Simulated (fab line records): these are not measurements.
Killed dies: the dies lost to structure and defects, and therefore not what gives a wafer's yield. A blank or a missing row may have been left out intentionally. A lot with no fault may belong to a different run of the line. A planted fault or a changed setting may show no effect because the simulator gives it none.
Problem report in the 8D (eight disciplines) form, filled by code | flow n5 finfet | the parts of the form that need people (team, actions taken, sign-off) are left out

## 1. WHAT WENT WRONG
At N5_BEOL_M1_OCD_MEAS_38, trench depth nm averages 45.6 nm over 5 wafers from 2 lots, while fault-free wafers read 55.2 nm, standard deviation 0.76. Relative to the usual mean, that is a shift of -13 standard deviations.
First observed at day 8 08:13: wafer L439.2, on ocd-01. Wafers with a number at this step in the record: 27, from 9 lots. Rule for "out", or "out of limits": more than 4 standard deviations from the usual mean. The rest of the wafers with a number are treated as sound.

## 2. WHAT IT IS, WHAT IT ISN'T
question                    | is                                     | is not
which readings at this step | trench depth nm                        | -
which lots                  | L439, L442                             | L431, L432, L443, L444, L447, L449, L451
which wafers of those lots  | L439.2, L439.3, L439.6, L442.2, L442.3 | L442.4
read on which gauges        | ocd-01                                 | ocd-02
when                        | from day 8 08:13                       | up to then (6 sound wafers); but 16 sound wafers of L442, L443, L444, L447, L449, L451 came after

## 3. WHAT RULES OUT EACH SUSPECT
Counting: if a tool at a process step up to the reading ran every lot that is out, it stays a suspect. Sound lots after the first of them don't rule it out here, since some wafers of a struck lot are sound.
- the gauge at N5_BEOL_M1_OCD_MEAS_38: kept. All the wafers that are out were read on ocd-01, and no step on other tools shows them out.
- rie diel-05 at N5_BEOL_M1_TRENCH_ETCH_37 (etches SiOC in C4F6/O2, target depth 55.207 nm, time 29 s): kept. Every lot that is out went through it, the first being L439 (day 8 08:03); the last sound lot it ran before that was L432 (day 6 07:56).
Remaining after the count are rie diel-05 at N5_BEOL_M1_TRENCH_ETCH_37 and ocd-01 at N5_BEOL_M1_OCD_MEAS_38.

## 4. THE CAUSE (what the simulator had put in)
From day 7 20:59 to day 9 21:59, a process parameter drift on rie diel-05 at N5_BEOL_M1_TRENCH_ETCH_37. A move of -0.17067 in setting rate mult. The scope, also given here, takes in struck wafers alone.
Counting left 2 suspects, and this tool is among them.

## 5. THE EFFECT CHAIN, in route order
Rows list readings where the struck wafers' mean (over those with a number) sits beyond 3 standard deviations from the usual. Scope: only readings with a usual standard deviation given in the record; hours: median across lots of the time from each lot's start at the first step in this table that gives one to its start at this step; sigmas: change in usual standard deviations.
hours | step                   | reading         | usual   | on struck wafers | change | sigmas
0     | N5_BEOL_M1_OCD_MEAS_38 | trench depth nm | 55.2 nm | 45.6             | -9.6   | -13
Later steps that measure or inspect, where all struck wafers having a row at the step show a number for every such reading and not one has moved that far: N5_BEOL_M1_CD_MEAS_35, N5_BEOL_M4_RC_MEAS_101.

## 6. HOW IT WOULD HAVE BEEN CAUGHT EARLIER
11 hours passed between the start of the fault at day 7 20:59 and the first reading out of limits at a measuring or inspecting step in this record, taken at day 8 08:13.
Of the tool readings at N5_BEOL_M1_TRENCH_ETCH_37 for which the record gives a usual standard deviation, none was out on any struck wafer, so an alarm limit of 4 standard deviations on them would not have fired.
Of the lots that are out (2), L442 began N5_BEOL_M1_TRENCH_ETCH_37 on rie diel-05 after day 8 08:13. It would have been spared by a hold on the tool at that moment.
